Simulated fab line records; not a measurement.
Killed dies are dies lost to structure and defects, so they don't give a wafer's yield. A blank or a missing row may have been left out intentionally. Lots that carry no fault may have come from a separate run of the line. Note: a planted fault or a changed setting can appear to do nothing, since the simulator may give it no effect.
fab line records -- flow n5-finfet
record lots=6, wafers=18, last-day=17
route steps=1938 shown BEOL_M3@951 BEOL_M4@1111 PASSIVATION@1936
lots with no fault: from the same line, run without faults
start-h: hours from the record's first day to the start of the lot's first wafer shown -- wait-h: time in hours since the lot's previous step -- " unchanged from the row above -- L1.1+2: several wafers, shown together as one row -- - no value present, or no start provided -- * or withheld: withheld -- < > ~ a bound
route shown NAME@n: NAME is a module with steps in the file, n the number in the route of the first one -- usual: mean/standard deviation taken from wafers without a fault -- same: alike in all rows -- chamber/n: place in a boat -- sites: per-site readings -- _std_site: the standard deviation of these -- _edge_site: outer sites' mean less inner sites' -- radius-mm: how far each site lies from the wafer's centre -- mask NAME#n: copy n -- behind: the last tool/chamber to shape the wafer -- hold: why the lot was held/for how many hours/how that ended -- device: the n, p or np transistor that did not switch -- end of line: the tests these same wafers got at the end of their route -- where a step has no rows: the recipe by itself -- killed: at the first sort, the dies lost to defects and structure; wafer yield is something else -- map: a wafer's dies, marking killed ones x, the rest . and places with no die _
set.NAME: the setting that was run; set.NAME@STEP: the one run at that earlier step -- model.NAME: the simulator's own value behind a step, which no gauge read
certain route steps with their lots: each step a table, each wafer a row
services: when a tool's chamber went out of use (start-h, in hours from the record's first day, below 0 if earlier), for how many hours, and the reason
## steps
# step N5_BEOL_M3_STRIP_65
# recipe chemistry=N2/H2, temp-c=40, n2-flow-sccm=200, h2-flow-sccm=200, rf-frequency-hz=6e+07
# step N5_BEOL_M3_STRIP_75
# recipe chemistry=N2/H2, temp-c=40, n2-flow-sccm=200, h2-flow-sccm=200, rf-frequency-hz=6e+07
# step N5_BEOL_M3_STRIP_66
# recipe chemistry=CF4, resist=SiARC, power-w=300, bias-power-w=75, pressure-mtorr=50, cf4-flow-sccm=150, rf-frequency-hz=6e+07
# usual cf4-flow-sccm=150.0/0.4, drypump-motor-current-A=5.8/0.36, oes-product-au=0.76/0.076, rf-vpp-V=271.0/1.6, showerhead-plenum-p-Torr=1.79/0.061, throttle-valve-pct=13.69/0.25
lot.wafer,tool,chamber,start-h,wait-h,cf4-flow-sccm,drypump-motor-current-A,oes-product-au,rf-hours-counter-h,rf-vpp-V,showerhead-plenum-p-Torr,throttle-valve-pct
L373.1,rie-diel-06,2,151.41,0.0,150.1,5.9,0.69,224,269.5,1.77,13.93
L373.2,rie-diel-06,3,151.41,0.0,149.6,6.0,0.96,3,270.0,1.77,13.33
L373.3,rie-diel-06,0,151.41,0.0,150.0,5.8,0.79,112,270.0,1.74,13.35
L378.3,rie-diel-05,0,174.88,0.0,150.6,5.9,0.85,52,271.5,1.76,13.33
L378.4,rie-diel-05,3,174.88,0.0,149.8,5.2,0.71,192,268.8,1.71,13.81
L378.6,rie-diel-05,3,174.88,0.0,150.1,5.2,0.72,-,269.4,1.71,13.82
L381.2,rie-diel-05,3,199.06,0.0,149.9,5.2,0.71,200,269.2,1.71,13.85
L381.3,rie-diel-05,0,199.06,0.0,149.5,5.9,0.84,59,270.4,1.76,13.33
L381.6,rie-diel-05,3,199.06,0.0,149.8,5.2,0.72,-,269.0,1.71,13.84
L387.3,rie-diel-06,3,231.60,0.0,150.3,6.0,0.89,27,269.6,1.76,13.39
L387.4,rie-diel-06,0,231.60,0.0,149.2,5.8,0.77,135,271.9,1.74,13.39
L387.5,rie-diel-06,2,231.60,0.0,150.1,5.9,0.68,-,270.9,1.77,13.96
L389.1,rie-diel-01,0,247.65,0.0,151.0,5.2,0.76,147,270.6,1.79,13.55
L389.2,rie-diel-01,3,247.65,0.0,148.9,5.5,0.71,226,270.2,1.71,13.78
L389.4,rie-diel-01,1,247.65,0.0,150.3,5.5,0.70,241,270.6,1.84,13.87
L395.3,rie-diel-05,0,272.20,0.0,150.1,5.9,0.81,84,268.9,1.75,13.41
L395.4,rie-diel-05,3,272.20,0.0,150.2,5.2,0.69,225,270.1,1.70,13.88
L395.6,rie-diel-05,1,272.20,0.0,150.2,6.1,0.72,-,274.4,1.85,13.90
# step N5_BEOL_M3_HM_OPEN_17
# recipe chemistry=Cl2/BCl3, target-depth-a=200, overetch-a=60, target=TiN, mask-material=SOC, ion-energy-ev=150, pressure-mtorr=10, icp-w=1000, bias-w=126, Cl2_flow_sccm=53.25, bcl3-flow-sccm=21.75, Ar_flow_sccm=25
# usual drypump-motor-current-A=5.5/0.66, oes_ar_750_au=0.76/0.06, oes-product-au=0.66/0.052, throttle-valve-pct=22.12/0.22
lot.wafer,tool,chamber,start-h,wait-h,drypump-motor-current-A,oes_ar_750_au,oes-product-au,rf-hours-counter-h,throttle-valve-pct
L373.1,rie-metal-02,1,151.45,0.0,5.3,0.63,0.54,119,22.21
L373.2,rie-metal-02,0,151.45,0.0,6.4,0.85,0.74,16,22.17
L373.3,rie-metal-02,1,151.45,0.0,5.3,0.63,0.54,-,22.20
L378.3,rie-metal-01,1,174.95,0.1,5.4,0.71,0.61,-,22.18
L378.4,rie-metal-01,0,174.95,0.1,6.1,0.76,0.66,-,21.66
L378.6,rie-metal-01,0,174.95,0.1,6.1,0.77,0.66,-,21.67
L381.2,rie-metal-02,1,199.10,0.0,5.2,0.62,0.54,123,22.20
L381.3,rie-metal-02,0,199.10,0.0,6.4,0.84,0.73,-,22.18
L381.6,rie-metal-02,1,199.10,0.0,5.2,0.62,0.54,-,22.19
L387.3,rie-metal-03,0,231.67,0.1,4.8,0.76,0.64,-,22.35
L387.4,rie-metal-03,1,231.67,0.1,4.7,0.78,0.66,-,22.12
L387.5,rie-metal-03,1,231.67,0.1,4.7,0.78,0.67,-,22.11
L389.1,rie-metal-03,1,247.89,0.2,4.7,0.78,0.66,45,22.11
L389.2,rie-metal-03,0,247.89,0.2,4.8,0.76,0.64,49,22.36
L389.4,rie-metal-03,0,247.89,0.2,4.8,0.76,0.65,-,22.35
L395.3,rie-metal-01,1,272.28,0.1,5.4,0.69,0.59,-,22.18
L395.4,rie-metal-01,0,272.28,0.1,6.1,0.75,0.65,-,21.68
L395.6,rie-metal-01,1,272.28,0.1,5.4,0.69,0.59,-,22.18
# step N5_BEOL_M3_STRIP_19
# recipe chemistry=O2, power-w=400, temp-c=40, pressure-mtorr=30, rf-frequency-hz=6e+07, bias-power-w=0, overash-fraction=0.2, o2-flow-sccm=225
# usual drypump-motor-current-A=5.8/0.36, oes-product-au=0.78/0.075, rf-vpp-V=3.7/0.54, showerhead-plenum-p-Torr=2.09/0.074, throttle-valve-pct=16.73/0.21
lot.wafer,tool,chamber,start-h,wait-h,drypump-motor-current-A,oes-product-au,rf-hours-counter-h,rf-vpp-V,showerhead-plenum-p-Torr,throttle-valve-pct
L373.1,rie-diel-01,2,151.71,0.2,6.1,0.80,120,3.7,2.11,16.91
L373.2,rie-diel-01,1,151.71,0.2,5.5,0.73,206,3.1,2.16,16.84
L373.3,rie-diel-01,0,151.71,0.2,5.3,0.78,127,3.4,2.11,16.62
L378.3,rie-diel-01,1,175.09,0.1,5.5,0.73,215,3.1,2.16,16.87
L378.4,rie-diel-01,0,175.09,0.1,5.2,0.76,-,3.4,2.10,16.62
L378.6,rie-diel-01,2,175.09,0.1,6.0,0.80,-,3.2,2.10,16.91
L381.2,rie-diel-06,2,199.27,0.1,5.9,0.69,236,4.4,2.06,17.01
L381.3,rie-diel-06,3,199.27,0.1,6.0,0.92,17,4.3,2.05,16.46
L381.6,rie-diel-06,3,199.27,0.1,6.0,0.92,-,4.0,2.05,16.46
L387.3,rie-diel-01,1,231.75,0.1,5.5,0.72,236,3.8,2.15,16.90
L387.4,rie-diel-01,2,231.75,0.1,6.1,0.79,149,2.8,2.10,16.95
L387.5,rie-diel-01,1,231.75,0.1,5.5,0.71,-,3.3,2.15,16.92
L389.1,rie-diel-06,1,248.05,0.1,6.3,0.88,46,3.6,2.23,16.56
L389.2,rie-diel-06,3,248.05,0.1,6.0,0.90,32,3.6,2.05,16.49
L389.4,rie-diel-06,3,248.05,0.1,6.0,0.89,-,3.6,2.05,16.49
L395.3,rie-diel-01,3,272.36,0.1,5.5,0.71,233,4.9,1.98,16.77
L395.4,rie-diel-01,2,272.36,0.1,6.1,0.77,160,3.9,2.09,16.97
L395.6,rie-diel-01,1,272.36,0.1,5.5,0.70,-,4.1,2.15,16.92
# step N5_BEOL_M3_CD_MEAS_18
# recipe pitch-nm=36, target-cd-nm=18
# usual cd-nm=17.98/0.28
lot.wafer,tool,chamber,start-h,wait-h,cd-nm
L373.1,cd-sem-02,-,151.78,0.0,17.67
L373.2,cd-sem-02,-,151.78,0.0,17.89
L373.3,cd-sem-02,-,151.78,0.0,17.91
L378.3,cd-sem-02,-,175.17,0.1,17.93
L378.4,cd-sem-02,-,175.17,0.1,18.06
L378.6,cd-sem-02,-,175.17,0.1,17.92
L381.2,cd-sem-02,-,199.35,0.1,17.75
L381.3,cd-sem-02,-,199.35,0.1,17.82
L381.6,cd-sem-02,-,199.35,0.1,17.96
L387.3,cd-sem-03,-,231.82,0.1,18.15
L387.4,cd-sem-03,-,231.82,0.1,18.44
L387.5,cd-sem-03,-,231.82,0.1,18.00
L389.1,cd-sem-02,-,248.12,0.0,17.77
L389.2,cd-sem-02,-,248.12,0.0,18.24
L389.4,cd-sem-02,-,248.12,0.0,17.79
L395.3,cd-sem-01,-,272.44,0.1,18.11
L395.4,cd-sem-01,-,272.44,0.1,17.74
L395.6,cd-sem-01,-,272.44,0.1,18.10
# step N5_BEOL_M3_COAT_67
# recipe resist=SOC, temp-c=250, time-s=60, spin-rpm=1500, resist-thk-nm=60
# step N5_BEOL_M3_COAT_68
# recipe resist=SiARC, temp-c=220, time-s=60, spin-rpm=1500, resist-thk-nm=12
# step N5_BEOL_M3_COAT_76
# recipe resist=underlayer, temp-c=205, time-s=60, spin-rpm=1500, resist-thk-nm=5
# step N5_BEOL_M3_COAT_22
# recipe resist=CAR-EUV, spin-rpm=1500, resist-thk-nm=30
# step N5_BEOL_M3_EBR_24
# recipe solvent=PGMEA, ebr-width-mm=1.5
# step N5_BEOL_M3_SOFTBAKE_23
# recipe temp-c=110, time-s=60, resist=CAR-EUV
# step N5_BEOL_M3_EXPOSE_25
# recipe mask-id=V2, na=0.33, source-shape=quasar, sigma-inner=0.2, sigma-outer=0.8, polarization=unpolarized, defocus-nm=5, dose-mj=63
# usual exposure-dose-mJ-cm2=63.01/0.076
lot.wafer,tool,chamber,start-h,wait-h,mask,exposure-dose-mJ-cm2
L373.1,euv-scanner-01,0,152.08,-,V2#0,63.06
L373.2,euv-scanner-01,0,152.08,-,V2#0,63.07
L373.3,euv-scanner-01,0,152.08,-,V2#0,63.00
L378.3,euv-scanner-02,0,175.48,-,V2#0,63.02
L378.4,euv-scanner-02,0,175.48,-,V2#0,63.06
L378.6,euv-scanner-02,0,175.48,-,V2#0,63.09
L381.2,euv-scanner-02,0,199.53,-,V2#0,63.00
L381.3,euv-scanner-02,0,199.53,-,V2#0,62.93
L381.6,euv-scanner-02,0,199.53,-,V2#0,62.87
L387.3,euv-scanner-02,0,232.01,-,V2#0,64.90
L387.4,euv-scanner-02,0,232.01,-,V2#0,64.79
L387.5,euv-scanner-02,0,232.01,-,V2#0,64.84
L389.1,euv-scanner-02,0,248.42,-,V2#0,64.63
L389.2,euv-scanner-02,0,248.42,-,V2#0,64.58
L389.4,euv-scanner-02,0,248.42,-,V2#0,64.49
L395.3,euv-scanner-01,0,272.75,-,V2#0,62.94
L395.4,euv-scanner-01,0,272.75,-,V2#0,62.96
L395.6,euv-scanner-01,0,272.75,-,V2#0,63.02
# step N5_BEOL_M3_PEB_26
# recipe peb-temp-c=100, peb-time-s=60, resist=CAR-EUV
# step N5_BEOL_M4_RC_MEAS_101
# usual DIBL_N=36.2/1.4, DIBL_P=36.1/1.5, IOFF_N=0.153/0.02, IOFF_P=0.215/0.03, ION_N=672/8.6, ION_P=463/6.8, SS_N=71.5/0.47, SS_P=73.3/0.57, VT_N=250.6/2.4, VT_P=-249/3.2
lot.wafer,tool,chamber,start-h,wait-h,DIBL_N[mV/V],DIBL_P[mV/V],IOFF_N[nA/um],IOFF_P[nA/um],ION_N[uA/um],ION_P[uA/um],SS_N[mV/dec],SS_P[mV/dec],VT_N[mV],VT_P[mV]
L373.1,prober-01,0,169.59,0.0,37.4,37.9,0.150,0.244,675,467,71.5,71.8,251.2,-248
L373.2,prober-01,0,169.59,0.0,37.9,38.5,0.170,0.261,672,463,72.5,73.0,251.4,-246
L373.3,prober-01,0,169.59,0.0,36.5,36.5,0.138,0.217,680,470,71.1,72.0,250.9,-248
L378.3,prober-02,0,195.41,0.3,34.1,34.3,0.119,0.181,660,465,71.0,72.8,255.4,-250
L378.4,prober-02,0,195.41,0.3,33.7,34.2,0.112,0.178,650,460,71.4,72.7,252.9,-253
L378.6,prober-02,0,195.41,0.3,36.0,36.8,0.139,0.205,656,461,71.4,73.9,252.8,-251
L381.2,prober-02,0,219.82,0.2,35.8,36.5,0.136,0.194,660,450,71.9,73.3,252.8,-254
L381.3,prober-02,0,219.82,0.2,35.6,37.2,0.150,0.212,675,469,71.8,73.2,250.4,-251
L381.6,prober-02,0,219.82,0.2,36.1,37.8,0.153,0.216,671,468,71.8,73.2,253.2,-250
L387.3,prober-01,0,246.73,0.3,36.1,34.5,0.146,0.215,677,468,71.2,72.4,249.5,-248
L387.4,prober-01,0,246.73,0.3,37.5,35.7,0.163,0.234,676,458,71.9,73.2,251.7,-248
L387.5,prober-01,0,246.73,0.3,35.4,33.5,0.134,0.196,673,467,70.7,72.8,249.2,-248
L389.1,prober-02,0,269.62,0.7,34.7,33.6,0.133,0.169,666,454,71.0,72.4,250.2,-254
L389.2,prober-02,0,269.62,0.7,35.1,34.5,0.145,0.176,669,461,71.3,73.2,250.1,-254
L389.4,prober-02,0,269.62,0.7,36.0,34.8,0.147,0.177,677,458,71.6,72.7,250.4,-251
L395.3,prober-02,0,296.38,0.3,34.8,34.6,0.134,0.198,654,459,71.3,73.3,251.4,-253
L395.4,prober-02,0,296.38,0.3,34.8,34.2,0.133,0.192,668,460,70.8,73.5,252.2,-250
L395.6,prober-02,0,296.38,0.3,34.9,34.3,0.140,0.189,670,464,71.2,73.7,251.2,-252
# step N5_PASSIVATION_PROBE_49
# usual defect-limited-yield=91.3/1.3, killed_at_M0_to_M3=35/13, killed_at_M4_up=13/5.2, killed-at-contacts=12/6.2, killed-at-front-end=39/9.6, killed-at-other=3.1/2.6, killed-dies=102/16, killed-open=68/13, killed-short=33/6.9, sort_bin_5_function=5.1/0.87, sort_bin_6_memory=3.3/0.67, sort-n-pass=1078/16, sort-yield-pct=91.3/1.3
# same gross-dies=1180, killed-at-back-side=0, sort_bin_4_leakage[%]=0, sort_bin_8_speed[%]=0
lot.wafer,tool,chamber,start-h,wait-h,defect-limited-yield[%],killed_at_M0_to_M3,killed_at_M4_up,killed-at-contacts,killed-at-front-end,killed-at-other,killed-dies,killed-open,killed-short,sort_bin_5_function[%],sort_bin_6_memory[%],sort-n-pass,sort-yield-pct[%]
L381.2,prober-01,-,322.00,0.1,92.0,47,10,8,27,2,94,60,34,4.1,3.6,1086,92.0
L381.3,prober-01,-,322.05,0.1,92.4,34,6,4,43,3,90,57,33,5.3,2.0,1090,92.4
L381.6,prober-01,-,322.20,0.3,92.1,25,13,12,40,3,93,63,29,4.7,3.1,1087,92.1
# killed by level:class
L381.2 BEOL_M0_SAQP:geometric-particle:short=11 BEOL_M0_SAQP:geometric-particle:open=9 STI_FIN_REVEAL:geometric-particle:open=8 BEOL_M1:geometric-particle:open=8 BEOL_M2:geometric-particle:open=7 BEOL_M3:geometric-particle:open=6 MOL_CONTACT_COAG:geometric-particle:open=5 DUMMY_GATE:geometric-particle:open=4
L381.3 STI_FIN_REVEAL:geometric-particle:open=15 BEOL_M0_SAQP:geometric-particle:short=12 BEOL_M0_SAQP:geometric-particle:open=7 BEOL_M1:geometric-particle:open=5 GATE_CUT:geometric-particle:short=4 DUMMY_GATE:geometric-particle:open=4 MOL_CONTACT_COAG:geometric-particle:open=4 BEOL_M0:geometric-particle:open=4
L381.6 STI_FIN_REVEAL:geometric-particle:open=13 MOL_CONTACT_COAG:geometric-particle:open=10 BEOL_M0_SAQP:geometric-particle:short=7 BEOL_M3:geometric-particle:open=6 DUMMY_GATE:geometric-particle:open=4 BEOL_M0_SAQP:geometric-particle:open=4 BEOL_M4:geometric-particle:open=4 STARTING-WAFER:geometric-particle:open=4
## services
tool,chamber,start-h,hours,kind
euv-scanner-02,-,129.21,5.1,repair
rie-metal-01,-,138.07,0.8,repair
rie-metal-03,-,149.47,16.2,repair
euv-scanner-02,-,151.22,4.6,pm
rie-diel-05,2,154.96,3.7,repair
euv-scanner-01,-,155.82,1.0,pm
rie-diel-01,3,156.15,22.7,repair
euv-scanner-02,-,156.83,17.3,pm
rie-diel-06,2,158.83,4.2,repair
euv-scanner-01,-,171.61,1.6,repair
euv-scanner-02,-,174.13,1.0,pm
rie-metal-02,1,175.71,1.0,repair
rie-metal-02,-,190.94,2.8,pm
euv-scanner-02,-,191.69,0.6,repair
euv-scanner-01,-,209.10,1.0,pm
rie-metal-01,-,210.31,14.6,pm
rie-metal-03,0,212.50,9.5,repair
rie-diel-06,1,212.61,5.3,repair
euv-scanner-02,-,215.67,1.0,pm
euv-scanner-01,-,223.18,4.6,pm
rie-metal-01,-,224.91,28.1,pm
rie-diel-05,2,235.25,4.6,repair
rie-metal-02,0,246.38,7.4,repair
euv-scanner-02,-,271.82,1.0,pm
## key
first-sign step=N5_BEOL_M3_EXPOSE_25, reading=exposure-dose-mJ-cm2, direction=up, sigmas=22, usual=63.01, struck=64.71
effect none on later readings
met-at N5_BEOL_M3_EXPOSE_25
struck-wafers L387.3,L387.4,L387.5,L389.1,L389.2,L389.4
loop-trim step=N5_BEOL_M3_EXPOSE_25, setting=dose, lots=L389
onset-between 199.53 232.01
fault kind=process-parameter-drift, tool=euv-scanner-02, chamber=-, onset-h=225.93, steps=N5_BEOL_M3_EXPOSE_25, channel=dose-mj, offset=1.9099, shape=step, acts-in=these-recipes-only, stated=63
# loop-trim: a control loop set the setting to another value than it would have without faults
